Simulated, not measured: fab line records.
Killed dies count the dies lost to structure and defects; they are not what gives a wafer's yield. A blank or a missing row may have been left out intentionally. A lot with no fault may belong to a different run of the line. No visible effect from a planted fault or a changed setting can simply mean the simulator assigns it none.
Chamber matching -- flow nand-harc -- NHARC_P_ZERO_WELL_DESCUM_26 on rie-diel-08: 4 sister chambers
The step chemistry O2, time 3 s. 8 wafers are shown with their chamber, then 8 later ones without.

WAFERS WITH THEIR CHAMBER
wafer,chamber,showerhead-plenum-p-Torr (Torr),rf-vpp-V (V)
L076.5,2,1.91,58.2
L080.1,1,2.02,58.1
L080.4,0,1.98,57.1
L083.3,2,1.90,59.0
L083.4,1,2.02,57.2
L090.3,0,1.97,57.6
L090.6,3,1.91,57.2
L093.2,3,1.91,56.9

WAFERS WITHOUT THEIR CHAMBER
wafer,showerhead-plenum-p-Torr (Torr),rf-vpp-V (V)
L093.4,1.89,57.7
L093.5,1.96,57.0
L094.1,1.96,57.8
L094.3,1.89,57.3
L094.4,1.91,57.9
L096.1,2.00,57.7
L096.3,1.96,57.7
L096.6,1.89,59.0

WHICH CHAMBER EACH WENT THROUGH
wafer,from the rows above,in truth
L093.4,can't be placed: 2 or 3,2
L093.5,0,0
L094.1,0,0
L094.3,can't be placed: 3 or 2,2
L094.4,can't be placed: 2 or 3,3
L096.1,can't be placed: 1 or 0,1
L096.3,0,0
L096.6,2,2
4 of 8 placed correctly. From these rows, 4 cannot be placed; in 4 the true chamber is one of the candidates. Wrongly placed: 0.
How it was worked out, from the rows above alone: a wafer's distance from a chamber is the root of the sum, over the readings, of the square of ((its reading less the chamber's mean) divided by the reading's scatter). The wafer belongs to the nearest chamber; if the next one is less than 2 further off, it can't be placed. For every chamber, the mean is computed from those of its wafers that are shown. The scatter: the root of (the sum of the squares of (reading less its chamber's mean) over the shown wafers, divided by (wafers less chambers)).
